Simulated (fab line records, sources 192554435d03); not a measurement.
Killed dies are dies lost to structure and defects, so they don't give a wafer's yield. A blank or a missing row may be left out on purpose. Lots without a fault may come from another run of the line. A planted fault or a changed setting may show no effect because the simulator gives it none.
Which tool did it? | flow n5_finfet | 12 lots, 36 wafers sampled, at 3 steps of a route of 1938

WHAT THE GAUGES READ, wafer by wafer
N5_BEOL_M7_THK_MEAS_01. Usual: M7_ILD_THK 154.6 nm, standard deviation 2.2.
lot  | measured     | on            | M7_ILD_THK (nm)   | flag
L936 | day 9 14:49  | film_metro-02 | 153.2 154.4 156.0 |
L939 | day 10 00:35 | film_metro-01 | 155.0 151.6 151.0 |
L938 | day 10 01:12 | film_metro-01 | 156.1 154.6 153.8 |
L940 | day 10 06:46 | film_metro-01 | 149.8 153.8 155.2 |
L943 | day 11 07:53 | film_metro-02 | 155.6 155.1 157.6 |
L945 | day 11 10:39 | film_metro-01 | 154.9 158.5 157.8 |
L944 | day 11 12:55 | film_metro-01 | 154.4 156.9 156.8 |
L949 | day 12 20:06 | film_metro-02 | 154.6 157.5 155.8 |
L957 | day 14 09:14 | film_metro-01 | 156.0 155.7 153.4 |
L955 | day 14 09:26 | film_metro-01 | 153.0 154.8 156.8 |
L958 | day 14 23:40 | film_metro-01 | 155.7 154.3 159.4 |
L959 | day 15 19:17 | film_metro-02 | 151.2 154.7 152.2 |

WHICH TOOL RAN EACH LOT (tool, then ch and the chambers of the sampled wafers, then the start)
lot  | N5_BEOL_M6_ANNEAL_51             | N5_BEOL_M6_DEP_56
L936 | rtp_anneal-02 ch 0, day 9 12:56  | pecvd-02 ch 0,1,2, day 9 13:33
L939 | rtp_anneal-02 ch 0, day 9 23:12  | pecvd-04 ch 0,1, day 9 23:51
L938 | rtp_anneal-02 ch 0, day 9 23:49  | pecvd-04 ch 0,1,2, day 10 00:27
L940 | rtp_anneal-01 ch 0, day 10 05:20 | pecvd-03 ch 0,1, day 10 06:01
L943 | rtp_anneal-02 ch 0, day 11 06:31 | pecvd-03 ch 0,1, day 11 07:10
L945 | rtp_anneal-02 ch 0, day 11 09:20 | pecvd-04 ch 0,1, day 11 09:56
L944 | rtp_anneal-01 ch 0, day 11 11:30 | pecvd-03 ch 0,1, day 11 12:10
L949 | rtp_anneal-01 ch 0, day 12 18:46 | pecvd-02 ch 1,2, day 12 19:22
L957 | rtp_anneal-01 ch 0, day 14 07:31 | pecvd-02 ch 0,1,2, day 14 08:04
L955 | rtp_anneal-01 ch 0, day 14 08:05 | pecvd-04 ch 0,2, day 14 08:43
L958 | rtp_anneal-01 ch 0, day 14 22:20 | pecvd-04 ch 1,2, day 14 22:58
L959 | rtp_anneal-01 ch 0, day 15 17:55 | pecvd-02 ch 0,1,2, day 15 18:35
- N5_BEOL_M6_ANNEAL_51: time 90 s.
- N5_BEOL_M6_DEP_56: deposits SiCN from 3MS/NH3, target thk 10 nm, time 17.5 s.

WHAT THE TOOLS THEMSELVES READ (means of the sampled wafers that have a number; where no wafer has one, the mark that the record gives instead)
N5_BEOL_M6_ANNEAL_51. Usual: anneal_temp_c 225.04 C, standard deviation 0.17; wafer_temp_C_max 226.2, standard deviation 0.46.
lot  | tool          | anneal_temp_c (C) | wafer_temp_C_max | flag
L936 | rtp_anneal-02 | 225.10            | 226.7            |
L939 | rtp_anneal-02 | 224.90            | 226.8            |
L938 | rtp_anneal-02 | 225.07            | 226.9            |
L940 | rtp_anneal-01 | 225.04            | 225.8            |
L943 | rtp_anneal-02 | 224.85            | 227.3            |
L945 | rtp_anneal-02 | 224.97            | 227.0            |
L944 | rtp_anneal-01 | 225.03            | 225.9            |
L949 | rtp_anneal-01 | 225.07            | 226.0            |
L957 | rtp_anneal-01 | 224.98            | 226.0            |
L955 | rtp_anneal-01 | 225.05            | 226.3            |
L958 | rtp_anneal-01 | 224.93            | 225.9            |
L959 | rtp_anneal-01 | 225.16            | 226.1            |

N5_BEOL_M6_DEP_56. Usual: showerhead_plenum_p_Torr 3.664 Torr, standard deviation 0.011; throttle_valve_pct 9.1 %, standard deviation 0.47.
lot  | tool     | showerhead_plenum_p_Torr (Torr) | throttle_valve_pct (%) | flag
L936 | pecvd-02 | 3.656                           | 9.1                    |
L939 | pecvd-04 | 3.664                           | 8.9                    |
L938 | pecvd-04 | 3.658                           | 8.5                    |
L940 | pecvd-03 | 3.669                           | 9.1                    |
L943 | pecvd-03 | 3.673                           | 9.2                    |
L945 | pecvd-04 | 3.673                           | 8.9                    |
L944 | pecvd-03 | 3.672                           | 9.3                    |
L949 | pecvd-02 | 3.659                           | 9.1                    |
L957 | pecvd-02 | 3.666                           | 9.3                    |
L955 | pecvd-04 | 3.661                           | 8.6                    |
L958 | pecvd-04 | 3.652                           | 8.5                    |
L959 | pecvd-02 | 3.660                           | 9.3                    |

THE ANSWER, worked out from the rows above alone
Rule: a lot is off if the mean of its wafers that have a number lies more than 3 standard deviations from the usual mean. A lot without any number at a reading at which 4 lots or more have one is off too. The other lots that the step has rows for count as sound. The gauges are gone through in route order, then the tools' own readings, and for those a lot's mean is taken as printed above. The first step at which some lot is off is used, and at that step the reading that is off furthest; a lot without a number counts as furthest.
No lot is off at any reading shown: from this, nothing can be told.

WHAT THE SIMULATOR HAD PUT IN
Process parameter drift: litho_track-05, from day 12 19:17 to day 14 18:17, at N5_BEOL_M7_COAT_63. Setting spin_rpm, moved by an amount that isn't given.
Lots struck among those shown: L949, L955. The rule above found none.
